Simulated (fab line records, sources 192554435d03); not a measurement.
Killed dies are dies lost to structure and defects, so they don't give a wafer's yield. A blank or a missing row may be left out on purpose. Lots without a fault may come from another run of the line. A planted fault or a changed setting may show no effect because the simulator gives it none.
Chamber matching | flow n5_finfet | N5_SD_EPI_N_ETCH_45 on rie_diel-03: 4 sister chambers
The step etches SiOCN in CH3F/O2, target depth 6 nm. 8 wafers are shown with their chamber, then 11 later ones without.

WAFERS WITH THEIR CHAMBER
wafer  | chamber | drypump_motor_current_A (A) | showerhead_plenum_p_Torr (Torr)
L076.2 | 2       | 5.3                         | 1.91
L087.4 | 0       | 5.5                         | 1.96
L087.5 | 3       | 4.8                         | 2.07
L087.6 | 1       | 6.5                         | 2.12
L091.2 | 3       | 4.8                         | 2.06
L091.3 | 0       | 5.5                         | 1.95
L091.4 | 1       | 6.4                         | 2.11
L093.2 | 2       | 5.3                         | 1.90

WAFERS WITHOUT THEIR CHAMBER
wafer  | drypump_motor_current_A (A) | showerhead_plenum_p_Torr (Torr)
L093.3 | 4.8                         | 2.06
L093.4 | 4.8                         | 2.06
L094.2 | 4.8                         | 2.06
L094.4 | 6.5                         | 2.11
L094.5 | 4.8                         | 2.06
L095.1 | 6.4                         | 2.11
L095.3 | 5.3                         | 1.90
L095.6 | 6.5                         | 2.11
L097.1 | 5.3                         | 1.90
L097.2 | 6.5                         | 2.11
L097.5 | 5.5                         | 1.95

WHICH CHAMBER EACH WENT THROUGH
wafer  | from the rows above | in truth
L093.3 | 3                   | 3
L093.4 | 3                   | 3
L094.2 | 3                   | 3
L094.4 | 1                   | 1
L094.5 | 3                   | 3
L095.1 | 1                   | 1
L095.3 | 2                   | 2
L095.6 | 1                   | 1
L097.1 | 2                   | 2
L097.2 | 1                   | 1
L097.5 | 0                   | 0
Placed correctly: 11 of 11. Can't be placed from these rows: 0. Placed wrongly: 0.
How it was worked out, from the rows above alone: a wafer's distance from a chamber is the root of the sum, over the readings, of the square of ((its reading less the chamber's mean) divided by the reading's scatter). The wafer belongs to the nearest chamber; if the next one is less than 2 further off, it can't be placed. A chamber's mean is the mean of its shown wafers. The scatter: the root of (the sum of the squares of (reading less its chamber's mean) over the shown wafers, divided by (wafers less chambers)).
